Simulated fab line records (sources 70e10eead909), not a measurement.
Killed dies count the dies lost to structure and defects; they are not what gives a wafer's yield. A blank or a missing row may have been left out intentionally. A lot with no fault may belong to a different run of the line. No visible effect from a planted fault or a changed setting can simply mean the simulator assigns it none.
fab line records	flow nand-harc
[record] lots = 6	wafers = 18	last-day = 33
route steps=1302 shown A_BLC@1120 A_M0@1137 END@1302
lots untouched by any fault: they come from a run of this same line in which no faults occurred
start-h: hours from the record's first day to the start of the lot's first wafer shown	wait-h: hours since the lot's step before	" identical to the entry in the row above	L1.1+2: several wafers, shown together as one row	- value missing, or start not given	* or withheld: withheld	< > ~ a bound
route shown NAME@n: names a module that has steps shown in the file, with the first one's number in the route	usual: mean and standard deviation over wafers with no fault	same: alike in all rows	chamber/n: place in a boat	sites: per-site readings	_std_site: the standard deviation of these	_edge_site: the outer-site mean with the inner-site mean subtracted	radius-mm: for every site, how far away it sits from the centre of the wafer	mask NAME#n: copy n	behind: the tool/chamber that last shaped the wafer	hold: reason for holding the lot/hours on hold/outcome of the hold	device: the transistor (n, p or np) that didn't switch	end of line: the same wafers' tests at the end of the route	step lacking rows: just its recipe	killed: dies that structure and defects cost at the first sort, which is not the same as the wafer's yield	map: shows each die of a wafer: x if killed, . if not, _ if none is there
set.NAME: the run value of the setting; set.NAME@STEP: its run value at that earlier step	model.NAME: the simulator's own value behind a step, which no gauge read
lots at selected steps of the route; one table per step, one row per wafer
services: from which hour (start-h, from the record's first day; less than 0 if before it) a tool's chamber was out of use, for how many hours, and why
[[steps]]
[step NHARC_A_BLC_DESCUM_15]
[recipe] time-s = 3	o2-flow-sccm = 200	ar-flow-sccm = 0	bias-power-w = 0	chemistry = O2
[step NHARC_A_BLC_ETCH_16]
[recipe] target-depth-a = 390	over-etch-frac = 0.3	time-s = 65	ion-energy-ev = 80	cf4-flow-sccm = 150	ar-flow-sccm = 0	rf-w = 300	bias-w = 100	chemistry = CF4
[step NHARC_A_BLC_ETCH_17]
[recipe] target-depth-a = 3900	over-etch-frac = 0.25	time-s = 609.38	ion-energy-ev = 200	n2-flow-sccm = 150	h2-flow-sccm = 150	ar-flow-sccm = 0	rf-w = 400	bias-w = 150	chemistry = N2/H2
[step NHARC_A_BLC_ETCH_18]
[recipe] target-depth-a = 9100	c4f8-flow-sccm = 20	o2-flow-sccm = 10	ar-flow-sccm = withheld	rf-w = 600	bias-w = 1500	chemistry = C4F8/O2/Ar
[step NHARC_A_BLC_CD_MEAS_19]
[usual] cd-nm = 99.7/3
lot.wafer	tool	chamber	start-h	wait-h	cd-nm
L289.1	cd-sem-01	-	526.39	-	96.2
L289.4	"	-	"	"	97.1
L289.5	"	-	"	"	99.0
L297.1	cd-sem-01	-	608.54	-	102.2
L297.2	"	-	"	"	97.2
L297.4	"	-	"	"	100.4
L300.2	cd-sem-02	-	639.96	-	100.8
L300.4	"	-	"	"	95.0
L300.5	"	-	"	"	95.2
L307.1	cd-sem-02	-	713.84	-	99.1
L307.2	"	-	"	"	96.2
L307.6	"	-	"	"	101.6
L309.1	cd-sem-01	-	733.63	-	98.1
L309.2	"	-	"	"	99.0
L309.3	"	-	"	"	99.2
L310.3	cd-sem-03	-	735.31	-	97.0
L310.4	"	-	"	"	96.2
L310.6	"	-	"	"	97.8
[step NHARC_A_BLC_STRIP_29]
[recipe] cf4-flow-sccm = 150	ar-flow-sccm = 0	bias-w = 0	chemistry = CF4
[step NHARC_A_BLC_STRIP_21]
[recipe] o2-flow-sccm = 500	ar-flow-sccm = 0	bias-w = 0	chemistry = O2
[step NHARC_A_BLC_STRIP_22]
[recipe] time-s = 600	temp-c = 30	chemistry = post-etch-residue-remover
[step NHARC_A_BLC_DEGAS_30]
[recipe] temp-c = 300	time-s = 60
[step NHARC_A_BLC_PRE_CLEAN_31]
[recipe] time-s = 15	bias-v = 250	gas = Ar
[step NHARC_A_BLC_PVD_32]
[recipe] target-thk-a = 50	chamber-pressure-pa = 5	power-w = 5000	substrate-temp-c = 200	time-s = 17.7	material = Ti
[step NHARC_A_BLC_ALD_23]
[recipe] target-thk-a = 30	pulse-time-s = 1	ald-cycles = 150	temp-c = 450	material = TiN
[usual] heater-power-w = 1087/100	precursor-pulse-height-rel = 1.003/0.021
lot.wafer	tool	chamber	start-h	wait-h	heater-power-w	precursor-pulse-height-rel	since-wet-clean-h
L289.4	ald-metal-02	2	527.24	-	1153	0.998	85
L289.1	"	0	"	"	1071	1.018	85
L289.5	"	2	"	"	1178	0.964	-
L297.4	ald-metal-02	3	609.42	-	881	0.965	167
L297.2	"	0	"	"	1093	1.032	167
L297.1	"	1	"	"	1188	0.986	167
L300.4	ald-metal-02	1	640.84	-	1156	0.953	21
L300.2	"	3	"	"	948	1.026	21
L300.5	"	1	"	"	1136	1.023	-
L307.2	ald-metal-01	2	714.72	-	1119	0.984	1
L307.1	"	3	"	"	1100	0.981	1
L307.6	"	3	"	"	1102	1.004	-
L309.2	ald-metal-03	3	734.52	-	1311	0.997	157
L309.3	"	0	"	"	904	0.991	157
L309.1	"	1	"	"	973	1.008	157
L310.4	ald-metal-02	1	736.15	-	1113	1.013	116
L310.3	"	2	"	"	1148	1.001	116
L310.6	"	1	"	"	1141	0.992	-
[step NHARC_A_BLC_CVD_24]
[recipe] target-thk-a = 1500	temp-c = 300	pressure-torr = 40	wf6-flow-sccm = 40	h2-flow-sccm = 1600	ar-flow-sccm = 1560	time-s = 434	material = W
[usual] heater-power-w = 480/25	throttle-valve-pct = 8.0/0.35
lot.wafer	tool	chamber	start-h	wait-h	heater-power-w	since-wet-clean-h	throttle-valve-pct
L289.1	cvd-w-02	0	527.50	-	486	65	7.5
L289.4	"	0	"	"	492	-	7.6
L289.5	"	0	"	"	506	-	7.4
L297.2	cvd-w-01	1	609.63	-	426	50	7.4
L297.1	"	0	"	"	491	50	8.3
L297.4	"	1	"	"	423	-	7.3
L300.2	cvd-w-01	1	641.10	-	428	81	7.5
L300.4	"	0	"	"	500	-	8.2
L300.5	"	0	"	"	493	-	8.2
L307.2	cvd-w-01	0	714.93	-	494	155	8.2
L307.1	"	1	"	"	432	155	7.8
L307.6	"	0	"	"	516	-	7.9
L309.1	cvd-w-02	1	735.76	-	474	92	8.5
L309.2	"	1	"	"	473	-	8.1
L309.3	"	1	"	"	498	-	8.1
L310.3	cvd-w-02	1	738.02	-	492	-	8.1
L310.4	"	1	"	"	487	-	8.5
L310.6	"	1	"	"	493	-	8.3
[step NHARC_A_BLC_CMP_25]
[recipe] t-overpolish-s = 30	target-thk-nm = 150
[step NHARC_A_BLC_SRD_27]
[step NHARC_A_M0_DEP_00]
[recipe] target-thk-a = 1500	target-thk-nm = 150	temp-c = withheld	pressure-torr = 5	flow-sccm = 200	rf-w = 600	material = SiOC
[step NHARC_A_M0_DEHYDRATE_01]
[recipe] temp-c = 150	time-s = 120
[step NHARC_A_M0_HMDS_02]
[recipe] time-s = 30
[step NHARC_A_M0_COAT_33]
[recipe] temp-c = 200	time-s = 65
[step NHARC_A_M0_COAT_03]
[recipe] spin-rpm = 1500	resist-thk-nm = 90
[step NHARC_A_M0_SOFTBAKE_04]
[recipe] temp-c = 105	time-s = 55
[step NHARC_A_M0_EBR_05]
[step NHARC_A_M0_EXPOSE_06]
[recipe] na = 1.35	target-cd-nm = 80	dose-mj = 83.25	mask-id = A_M0
[step NHARC_A_M0_PEB_07]
[recipe] peb-temp-c = 100	peb-time-s = 65
[step NHARC_A_M0_DEVELOP_08]
[recipe] develop-time-s = 35	dev-temp-c = 23
[step NHARC_A_M0_CD_MEAS_09]
[recipe] target-cd-nm = 80	landing-energy-ev = 500
[usual] cd-nm = 80.2/0.83
lot.wafer	tool	chamber	start-h	wait-h	cd-nm
L289.1	cd-sem-02	0	529.25	-	79.5
L289.4	"	0	"	"	79.8
L289.5	"	0	"	"	80.8
L297.1	cd-sem-01	0	611.39	-	79.4
L297.2	"	0	"	"	80.8
L297.4	"	0	"	"	80.5
L300.2	cd-sem-02	0	642.74	-	78.9
L300.4	"	0	"	"	81.0
L300.5	"	0	"	"	79.6
L307.1	cd-sem-01	0	716.76	-	80.2
L307.2	"	0	"	"	79.5
L307.6	"	0	"	"	79.5
L309.1	cd-sem-02	0	738.16	-	80.3
L309.2	"	0	"	"	80.4
L309.3	"	0	"	"	81.5
L310.3	cd-sem-03	0	740.01	-	80.4
L310.4	"	0	"	"	79.7
L310.6	"	0	"	"	80.8
[step NHARC_A_M0_OVL_MEAS_10]
[recipe] pitch-nm = 160
[usual] overlay-x-nm = 0.3/0.84	overlay-y-nm = -0.2/0.91
lot.wafer	tool	chamber	start-h	wait-h	overlay-x-nm	overlay-y-nm
L289.1	overlay-01	-	529.33	-	0.3	-0.7
L289.4	"	-	"	"	0.2	-0.7
L289.5	"	-	"	"	0.6	-0.4
L297.1	overlay-01	-	611.48	-	1.3	0.5
L297.2	"	-	"	"	1.5	0.1
L297.4	"	-	"	"	1.9	0.8
L300.2	overlay-02	-	642.82	-	0.2	0.6
L300.4	"	-	"	"	0.4	0.6
L300.5	"	-	"	"	0.0	0.5
L307.1	overlay-01	-	716.86	-	0.3	-1.1
L307.2	"	-	"	"	0.2	-1.3
L307.6	"	-	"	"	-0.1	-0.8
L309.1	overlay-01	-	738.25	-	0.2	-0.3
L309.2	"	-	"	"	0.9	-0.2
L309.3	"	-	"	"	0.6	-0.6
L310.3	overlay-01	-	740.09	-	1.1	-1.2
L310.4	"	-	"	"	1.3	-0.8
L310.6	"	-	"	"	0.8	-0.4
[step NHARC_A_M0_DESCUM_14]
[recipe] time-s = 3	o2-flow-sccm = 200	ar-flow-sccm = 0	bias-power-w = 0	chemistry = O2
[step NHARC_A_M0_ETCH_34]
[recipe] target-depth-a = 400	overetch-a = 120	time-s = 43.94	ion-energy-ev = 200	n2-flow-sccm = 150	h2-flow-sccm = 150	ar-flow-sccm = 0	rf-w = 400	bias-w = 150	chemistry = N2/H2
[usual] drypump-motor-current-A = 5.9/0.45	oes-product-au = 1.002/0.0096	rf-vpp-V = 427.9/2.5	showerhead-plenum-p-Torr = 1.95/0.082	throttle-valve-pct = 14.171/0.0089
lot.wafer	tool	chamber	start-h	wait-h	drypump-motor-current-A	oes-product-au	rf-hours-counter-h	rf-vpp-V	showerhead-plenum-p-Torr	throttle-valve-pct
L289.4	rie-diel-08	0	529.52	0.1	6.0	1.004	5.7	425.6	1.90	14.165
L289.1	"	1	"	"	6.1	0.987	7.4	425.7	1.89	14.163
L289.5	"	0	"	"	5.9	1.002	-	426.6	1.90	14.163
L297.1	rie-diel-13	1	611.66	0.1	5.8	1.013	5.6	425.4	1.91	14.173
L297.4	"	2	"	"	6.3	1.019	5.1	426.0	1.90	14.174
L297.2	"	0	"	"	5.0	1.003	5.4	426.7	1.92	14.179
L300.4	rie-diel-08	1	643.01	0.1	6.1	1.003	3.6	426.6	1.89	14.186
L300.2	"	2	"	"	5.4	0.996	2.9	430.3	2.05	14.165
L300.5	"	1	"	"	6.1	1.003	-	426.6	1.89	14.170
L307.1	rie-diel-08	1	717.05	0.1	6.1	1.001	8.0	426.4	1.89	14.163
L307.2	"	2	"	"	5.4	0.984	6.8	430.4	2.05	14.172
L307.6	"	1	"	"	6.1	1.019	-	425.5	1.89	14.168
L309.3	rie-diel-08	2	738.45	0.1	5.4	0.995	0.5	430.8	2.05	14.177
L309.2	"	3	"	"	5.9	0.997	0.6	425.3	1.90	14.163
L309.1	"	0	"	"	6.0	1.011	0.8	425.8	1.90	14.173
L310.3	rie-diel-08	1	740.28	0.1	6.1	0.988	0.7	427.7	1.89	14.178
L310.4	"	2	"	"	5.4	0.985	0.6	430.6	2.05	14.170
L310.6	"	1	"	"	6.1	0.999	-	425.9	1.89	14.194
[step NHARC_A_M0_ETCH_15]
[recipe] target-depth-a = 1500	overetch-a = 150	time-s = 82.5	c4f8-flow-sccm = withheld	ar-flow-sccm = 400	rf-w = 600	bias-w = 300	chemistry = C4F8/Ar
[step NHARC_A_M0_CD_MEAS_16]
[usual] cd-nm = 80.0/1.1
lot.wafer	tool	chamber	start-h	wait-h	cd-nm
L289.1	cd-sem-02	-	529.73	-	79.8
L289.4	"	-	"	"	79.7
L289.5	"	-	"	"	79.7
L297.1	cd-sem-03	-	611.88	-	79.9
L297.2	"	-	"	"	79.8
L297.4	"	-	"	"	80.0
L300.2	cd-sem-01	-	643.22	-	79.4
L300.4	"	-	"	"	81.4
L300.5	"	-	"	"	80.3
L307.1	cd-sem-02	-	717.26	-	81.7
L307.2	"	-	"	"	80.0
L307.6	"	-	"	"	80.7
L309.1	cd-sem-01	-	738.70	-	80.7
L309.2	"	-	"	"	79.6
L309.3	"	-	"	"	79.9
L310.3	cd-sem-03	-	740.49	-	80.6
L310.4	"	-	"	"	79.6
L310.6	"	-	"	"	81.4
[step NHARC_A_M0_STRIP_18]
[recipe] power-w = 1000	n2-flow-sccm = 150	h2-flow-sccm = 150	ar-flow-sccm = 0	bias-w = 0	chemistry = N2/H2
[usual] drypump-motor-current-A = 5.9/0.52	oes-product-au = 1.006/0.011	rf-vpp-V = 90.1/0.97	showerhead-plenum-p-Torr = 1.95/0.083	throttle-valve-pct = 14.172/0.0089
lot.wafer	tool	chamber	start-h	wait-h	drypump-motor-current-A	oes-product-au	rf-hours-counter-h	rf-vpp-V	showerhead-plenum-p-Torr	throttle-valve-pct
L289.1	rie-diel-01	3	529.83	0.1	5.3	1.001	7	91.7	2.14	14.171
L289.4	"	0	"	"	5.7	1.017	6	90.6	2.14	14.178
L289.5	"	2	"	"	6.6	0.996	-	91.3	2.02	14.175
L297.2	rie-diel-08	3	611.95	0.1	5.9	1.004	2	90.7	1.90	14.184
L297.4	"	1	"	"	6.1	1.017	3	89.8	1.89	14.150
L297.1	"	2	"	"	5.4	0.986	2	91.3	2.05	14.182
L300.2	rie-diel-13	0	643.34	0.1	5.0	1.007	7	89.5	1.92	14.161
L300.4	"	1	"	"	5.8	1.009	8	89.4	1.91	14.172
L300.5	"	3	"	"	6.5	0.997	-	89.6	1.90	14.175
L307.1	rie-diel-01	3	717.36	0.1	5.3	1.024	7	92.4	2.14	14.157
L307.2	"	1	"	"	6.4	0.994	6	90.4	2.09	14.179
L307.6	"	3	"	"	5.3	1.026	-	90.8	2.14	14.174
L309.2	rie-diel-13	0	738.77	0.1	5.0	0.999	2	90.1	1.92	14.179
L309.3	"	1	"	"	5.8	1.006	3	89.5	1.90	14.167
L309.1	"	3	"	"	6.5	1.012	3	89.4	1.89	14.180
L310.3	rie-diel-08	0	740.56	0.1	6.0	1.017	1	90.2	1.90	14.177
L310.4	"	2	"	"	5.4	0.990	1	90.9	2.05	14.151
L310.6	"	1	"	"	6.2	1.003	-	89.2	1.89	14.167
[step NHARC_A_M0_STRIP_19]
[recipe] time-s = 600	temp-c = 30	chemistry = post-etch-residue-remover
[step NHARC_A_M0_DEGAS_28]
[recipe] temp-c = 250	time-s = 60
[step NHARC_A_M0_PRE_CLEAN_29]
[recipe] time-s = 30	temp-c = 280	gas = H2/He
[step NHARC_A_M0_PVD_20]
[recipe] target-thk-a = 50	bias-v = 168.6	power-w = 15000	chamber-pressure-pa = 0.12	time-s = 8.06	substrate-temp-c = 50	material = TaN
[usual] throttle-valve-pct = 30.2/0.93
lot.wafer	tool	chamber	start-h	wait-h	throttle-valve-pct
L289.4	pvd-sputter-01	-	-	-	30.9
L289.1	"	-	"	"	30.6
L289.5	"	-	"	"	32.4
L297.4	pvd-sputter-01	-	-	-	31.2
L297.2	"	-	"	"	31.2
L297.1	"	-	"	"	30.4
L300.2	pvd-sputter-01	-	-	-	31.4
L300.4	"	-	"	"	29.9
L300.5	"	-	"	"	31.6
L307.1	pvd-sputter-02	-	-	-	30.3
L307.2	"	-	"	"	28.1
L307.6	"	-	"	"	30.6
L309.3	pvd-sputter-01	-	-	-	29.8
L309.1	"	-	"	"	30.9
L309.2	"	-	"	"	30.5
L310.4	pvd-sputter-01	-	-	-	31.0
L310.3	"	-	"	"	31.5
L310.6	"	-	"	"	31.5
[step NHARC_A_M0_PVD_21]
[recipe] target-thk-a = 300	chamber-pressure-pa = 5	power-w = 5000	substrate-temp-c = 30	time-s = 20.49	material = Cu
[step NHARC_A_M0_ECD_22]
[recipe] target-thk-a = 4000	bath-temp-c = 25	material = Cu
[step NHARC_A_M0_ANNEAL_30]
[recipe] temp-c = 225	time-s = 90
[usual] anneal-temp-c-max = 226.4/0.43	wafer_temp_C_max = 226.30/0.27
lot.wafer	tool	chamber	start-h	wait-h	anneal-temp-c-max	wafer_temp_C_max
L289.1	rtp-anneal-01	0	531.09	-	226.5	226.35
L289.4	"	0	"	"	226.7	226.28
L289.5	"	0	"	"	226.5	226.18
L297.1	rtp-anneal-02	0	613.27	0.3	226.0	226.31
L297.2	"	0	"	"	226.1	226.12
L297.4	"	0	"	"	225.9	227.05
L300.2	rtp-anneal-01	0	644.62	-	226.5	226.21
L300.4	"	0	"	"	226.9	226.58
L300.5	"	0	"	"	226.9	226.04
L307.1	rtp-anneal-02	0	718.62	0.3	226.2	226.67
L307.2	"	0	"	"	226.1	226.41
L307.6	"	0	"	"	225.7	226.77
L309.1	rtp-anneal-01	0	740.11	0.3	226.8	226.13
L309.2	"	0	"	"	226.4	226.36
L309.3	"	0	"	"	227.7	226.12
L310.3	rtp-anneal-02	0	741.95	0.3	226.5	225.89
L310.4	"	0	"	"	226.3	225.97
L310.6	"	0	"	"	225.7	226.07
[step NHARC_END_SORT_01]
[recipe] temp-c = 25
[usual] killed-at-array = 59/16	killed-at-other = 0.7/1.1	killed-at-periphery = 4/3	killed-dies = 64/16	killed-open = 3.4/1.8	killed-short = 2.6/1.7
[same] gross-dies = 677
lot.wafer	tool	chamber	start-h	wait-h	killed-at-array	killed-at-other	killed-at-periphery	killed-dies	killed-open	killed-short
L297.1	prober-01	0	652.36	2.5	129	0	3	132	3	2
L297.2	prober-01	0	653.15	2.8	59	0	5	64	2	7
L297.4	prober-01	0	654.73	3.4	49	0	0	49	2	0
L300.2	prober-02	0	684.79	2.8	56	0	5	61	5	1
L300.4	prober-02	0	686.37	3.4	139	1	1	141	2	1
L300.5	prober-02	0	687.17	3.7	134	0	5	139	4	0
L310.3	prober-01	0	779.37	3.1	67	1	2	70	2	2
L310.4	prober-01	0	780.18	3.4	49	1	1	51	2	1
L310.6	prober-01	0	781.80	4.0	68	1	3	72	3	1
// killed by level:class
L297.1 A_BLC:unspecified=74 A_CHANNEL_HOLE_D1:chamber-film-flake=30 A_CHANNEL_HOLE_D2:chamber-film-flake=13 A_CONTACT:chamber-film-flake=3 A_STAIRCASE:chamber-film-flake=2 P_GATE:geometric-particle:short=1 P_CONTACT:geometric-particle:open=1 A_ONON_D2:geometric-particle:open=1
L297.2 A_CHANNEL_HOLE_D1:chamber-film-flake=29 A_CHANNEL_HOLE_D2:chamber-film-flake=10 A_STAIRCASE:chamber-film-flake=4 A_CHANNEL_HOLE_D2:geometric-particle:short=3 A_CONTACT:chamber-film-flake=3 A_ZERO_WELL:chamber-film-flake=2 P_GATE:geometric-particle:short=1 P_M0:geometric-particle:open=1
L297.4 A_CHANNEL_HOLE_D1:chamber-film-flake=30 A_CHANNEL_HOLE_D2:chamber-film-flake=8 A_CONTACT:chamber-film-flake=5 A_CHANNEL_FILL_D1:geometric-particle:open=2 A_DECK1_JOINT:chamber-film-flake=1 A_CHANNEL_FILL_D2:chamber-film-flake=1 A_STAIRCASE:chamber-film-flake=1 A_M1:chamber-film-flake=1
L300.2 A_CHANNEL_HOLE_D1:chamber-film-flake=34 A_SLIT:chamber-film-flake=5 A_WL_FILL:chamber-film-flake=4 P_BONDPAD:chamber-film-flake=3 A_ZERO_WELL:chamber-film-flake=3 A_CONTACT:chamber-film-flake=3 P_GATE:geometric-particle:open=1 P_M1:geometric-particle:open=1
L300.4 A_BLC:unspecified=75 A_CHANNEL_HOLE_D1:chamber-film-flake=47 A_SLIT:chamber-film-flake=3 A_STAIRCASE:chamber-film-flake=3 A_SGD_CUT:chamber-film-flake=3 A_ZERO_WELL:chamber-film-flake=2 A_CONTACT:chamber-film-flake=2 P_CONTACT:geometric-particle:open=1
L300.5 A_BLC:unspecified=80 A_CHANNEL_HOLE_D1:chamber-film-flake=35 A_STAIRCASE:chamber-film-flake=4 A_SLIT:chamber-film-flake=4 A_WL_FILL:chamber-film-flake=4 A_ZERO_WELL:chamber-film-flake=3 A_SGD_CUT:chamber-film-flake=2 P_GATE:geometric-particle:open=1
L310.3 A_SLIT:chamber-film-flake=31 A_CHANNEL_HOLE_D2:chamber-film-flake=11 A_CHANNEL_HOLE_D1:chamber-film-flake=10 A_CONTACT:chamber-film-flake=5 A_STAIRCASE:chamber-film-flake=2 A_WL_FILL:chamber-film-flake=2 A_M0:chamber-film-flake=2 A_ONON_D2:geometric-particle:short=1
L310.4 A_SLIT:chamber-film-flake=19 A_CHANNEL_HOLE_D1:chamber-film-flake=14 A_CHANNEL_HOLE_D2:chamber-film-flake=7 A_CONTACT:chamber-film-flake=4 A_STAIRCASE:chamber-film-flake=2 A_ONON_D2:geometric-particle:open=1 A_ONON_D2:geometric-particle:short=1 A_SGD_CUT:geometric-particle:open=1
L310.6 A_CHANNEL_HOLE_D2:chamber-film-flake=30 A_SLIT:chamber-film-flake=14 A_CHANNEL_HOLE_D1:chamber-film-flake=10 A_CONTACT:chamber-film-flake=5 A_WL_FILL:chamber-film-flake=2 A_M0:chamber-film-flake=2 P_M0:geometric-particle:short=1 P_M0:geometric-particle:open=1
// map L297.1 (x killed, . not)
____________.____________
_________xx..xxx_________
_______.x.x.xxxxxx_______
______..xx.xxxxxxxx______
_____..xx.xx.xxxxxxx_____
____...x....xxxxxxxx.____
____....xx..xxxxxxxx.____
___.........xxxxxxxx..___
___.........xxxxxxxxx.___
__..........xxxxxxx....__
__..........xxxxxxxx...__
_.x...........xx.xx....._
_......................._
_.............xxx......._
_......................._
_...................x..._
.........................
...................xx.x..
.............x...x..x....
..................xx.xx.x
..................xxxxx..
_...............x.xxx.x._
_..................xxxx._
_................xxx.x.._
_...................x.x._
_......x......x...x....._
__...................x.__
__.....................__
___...................___
___.................x.___
____................x____
____.................____
_____.....x........._____
______.............______
_______..........._______
_________......._________
____________.____________
// map L300.4 (x killed, . not)
____________x____________
_________....xx._________
_______.....xxxxxx_______
______.......xxxxxx______
_____........xxxxxxx_____
____..x.....xxxxxxxx.____
____.......x.xxxxxxx.____
___.....x..xxxxxxxx.x.___
___x........xxxxxxxx..___
__.........x.xxxxxxxx..__
__.........xxxxxxxx....__
_........xx...xxxxx....._
_....x.xxxxx....x.x....._
_......xxxx.....x......._
_.....x.xxx............._
_......xxxx.x...x..x...._
......xxxxxxx............
.....xx.xx.xx............
.....x..xxxx.x......x....
......x.xx..x............
......x...x..............
_......x....x..........._
_.....x................._
_......................._
_............x.........._
_x......................_
__.....................__
__.....................__
___..................x___
___..........x........___
____....x............____
____.........x.......____
_____..............._____
______.............______
_______..........._______
_________......._________
____________.____________
[[services]]
tool	chamber	start-h	hours	kind
rie-diel-13	-	519.14	9.0	pm
rie-diel-01	0	539.75	21.2	repair
ald-metal-02	-	541.56	0.3	repair
rie-diel-08	-	544.86	9.0	pm
cvd-w-01	-	547.16	13.0	pm
pvd-sputter-01	-	549.41	6.2	repair
rie-diel-01	-	557.80	9.0	pm
rie-diel-08	1	559.53	9.5	repair
rie-diel-08	2	572.17	24.0	repair
pvd-sputter-01	-	582.00	10.0	pm
rie-diel-13	1	586.76	7.2	repair
ald-metal-02	-	610.00	10.0	pm
cvd-w-02	-	631.00	13.0	pm
ald-metal-02	-	635.79	0.9	repair
rie-diel-08	3	655.28	11.9	repair
rie-diel-13	2	655.52	4.0	repair
cvd-w-01	-	688.25	0.7	repair
rie-diel-13	-	696.22	9.0	pm
rie-diel-08	-	721.86	9.0	pm
ald-metal-02	3	723.22	10.2	repair
cvd-w-01	-	728.16	13.0	pm
cvd-w-02	0	728.73	14.5	repair
pvd-sputter-01	-	731.90	1.3	repair
rie-diel-08	1	736.37	3.0	repair
[[key]]
[first-sign] step = NHARC_END_SORT_01	reading = killed-at-array	direction = up	sigmas = 4.5	usual = 59	struck = 134
[effect] step = NHARC_END_SORT_01	reading = killed-dies	direction = up	sigmas = 4.5	usual = 64	struck = 137
[more-kills-born-at] NHARC_A_BLC_CVD_24@cvd-w-01 = 229
met-at NHARC_A_BLC_CVD_24
struck-wafers L297.1,L300.4,L300.5
tester-left-out L297,L300
[fault] kind = chamber-particle-source	tool = cvd-w-01	chamber = 0	onset-h = 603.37	steps = NHARC_A_BLC_CVD_24	rate-per-visit-cm2 = 1.1331	end-h = 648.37
// tester-left-out: of these lots the tester's yield and bins aren't shown, on N5 and GAA mostly nor the transistor test; their killed dies are dies lost to structure and defects alone, not to doping, threshold or leakage, so they don't give the yield
